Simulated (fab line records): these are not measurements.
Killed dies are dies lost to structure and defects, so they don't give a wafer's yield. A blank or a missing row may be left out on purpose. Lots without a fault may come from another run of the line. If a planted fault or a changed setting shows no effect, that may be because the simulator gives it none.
Comparing a struck lot with a sound one | flow nand_harc | 16 out of 1159 route steps
Sound: wafers L277.2, L277.4, L277.6. Struck: wafers L265.1, L265.4, L265.6. The cause comes at the end.
Each step with rows lists, per side, the tool, then ch with its chambers, then its first start. Under that, the readings that differ: sound wafers | struck wafers | difference of the means | sigmas: that difference in standard deviations of wafers without a fault.
alike: a reading whose means differ by less than 2 such deviations, as well as words and numbers matching on both sides. not compared: withheld readings; readings where some wafer has no value; bounds like >300 that might hide an equal value; numbers whose values overlap and for which the record gives no deviation.
Wherever a step has rows on one side only, a row that says differs or no value, or a row with sigmas, the two part there. When numbers do not overlap yet have no deviation, they are printed without sigmas and do not part them. A reading missing from all wafers of one side parts the sides only when that side holds two or more wafers.

NHARC_P_M2_PRE_CLEAN_30: time 30 s.
  sound on pvd_sputter-01; struck on pvd_sputter-03
  alike: heater_power_w
NHARC_P_M2_PVD_20: deposits TaN, target thk 5 nm, time 8.06 s.
  sound on pvd_sputter-01; struck on pvd_sputter-03
  alike: throttle_valve_pct
then, 4 steps without rows for these wafers: NHARC_P_M2_PVD_21 (deposits Cu, target thk 30 nm, time 20.49 s); NHARC_P_M2_ECD_22 (material Cu, target thk 400 nm); NHARC_P_M2_ANNEAL_31 (time 90 s); NHARC_P_M2_CMP_23 (polishes, t overpolish 20 s, target thk 144.3 nm).
NHARC_P_M2_THK_MEAS_24: measures by xrf.
  struck on film_metro-02, day 8 08:05; sound on film_metro-01, day 11 12:59
  alike: thk_nm
then, 1 step without rows for these wafers: NHARC_P_M2_SRD_25.
NHARC_P_M2_INSPECT_27:
  struck on defect_inspect-02, day 8 08:14; sound on defect_inspect-02, day 11 13:09
  alike: raw_defect_count
NHARC_P_M2_PRE_CLEAN_32: time 12 s.
  sound on pecvd-02 ch 0,1,2, day 11 13:14; struck on pecvd-03 ch 1,2, day 8 08:21
  alike: heater_power_w
NHARC_P_M2_DEP_33: deposits SiCN, target thk 30 nm.
  sound on pecvd-02 ch 0,1,2, day 11 13:23; struck on pecvd-03 ch 1,2, day 8 08:26
  alike: heater_power_w
NHARC_P_BONDPAD_DEP_00: deposits SiCN, target thk 250 nm.
  sound on pecvd-02 ch 0,1,2, day 11 13:47; struck on pecvd-02 ch 0,2, day 8 09:32
  alike: heater_power_w
NHARC_P_BONDPAD_CMP_32: polishes SiCN, target thk 200 nm.
  sound on cmp-01 ch 0,1,3, day 11 14:09; struck on cmp-04 ch 0,2, day 8 10:02
  alike: edge_zone_pressure_frac, motor_current_A
NHARC_P_BONDPAD_THK_MEAS_33: measures by ellipsometry.
  struck on film_metro-02, day 8 10:16; sound on film_metro-02, day 11 14:21
  reading     | sound             | struck            | difference | sigmas
  thk_nm (nm) | 200.4 200.5 201.8 | 193.3 196.6 194.7 | -6.0       | -3
then, 1 step without rows for these wafers: NHARC_P_BONDPAD_SRD_34.
-- break in the record here, with 14 days between the starts of the struck wafers on either side (left off in module P_BONDPAD, picked up again in module END, where the first step shown is number 1159 on the route) --
NHARC_END_SORT_01:
  sound on prober-02 ch 0, day 25 06:49; struck on prober-02 ch 0, day 22 13:49
  alike: defect_limited_yield, killed_at_array, killed_at_other, killed_at_periphery, killed_dies, killed_open, killed_short, sort_bin_2_pct, sort_bin_3_pct, sort_bin_4_pct, sort_n_pass, sort_rim_yield_pct, sort_yield_pct

WHERE THEY PART
Within this record, at NHARC_P_BONDPAD_THK_MEAS_33 only. Later steps at which nothing parts them and some readings are alike: NHARC_END_SORT_01.

WHY: the cause the simulator had injected
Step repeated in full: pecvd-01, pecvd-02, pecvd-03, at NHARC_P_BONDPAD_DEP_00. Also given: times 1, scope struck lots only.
